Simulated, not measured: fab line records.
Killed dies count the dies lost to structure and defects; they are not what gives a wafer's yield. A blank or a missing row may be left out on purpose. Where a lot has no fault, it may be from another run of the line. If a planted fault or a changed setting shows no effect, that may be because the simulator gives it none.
Chamber matching	flow n5Finfet	N5_FIN_CUT_STRIP_24 on rieDiel-06 has 4 sister chambers
The step strips in CF4. 4 wafers are shown with their chamber, then 11 later ones without.

## WAFERS, EACH WITH ITS CHAMBER
wafer	chamber	drypumpMotorCurrentA (A)
L086.5	2	6.5
L087.5	1	5.2
L087.6	0	6.2
L092.2	3	5.8

## WAFERS WITH NO CHAMBER GIVEN
wafer	drypumpMotorCurrentA (A)
L092.4	5.2
L092.5	6.2
L094.2	6.6
L094.4	6.2
L094.5	5.8
L095.1	6.2
L095.3	5.2
L095.6	5.3
L096.2	6.5
L096.4	5.2
L096.6	6.5

## CHAMBER TAKEN BY EACH
wafer	from the rows above	in truth
L092.4	1	1
L092.5	0	0
L094.2	2	2
L094.4	0	0
L094.5	3	3
L095.1	0	0
L095.3	1	1
L095.6	1	1
L096.2	2	2
L096.4	1	1
L096.6	2	2
11 of 11 placed correctly. Number that these rows cannot place: 0. 0 placed wrongly.
How it was worked out, from the rows above alone: a wafer's distance from a chamber is the root of the sum, over the readings, of the square of ((its reading less the chamber's mean) divided by the reading's scatter). The wafer belongs to the nearest chamber; if the next one is less than 2 further off, it can't be placed. The mean given for a chamber averages the wafers shown for that chamber. The scatter: with one shown wafer a chamber, the root of the mean of the squares of how far each hidden wafer lies from its nearest shown one.
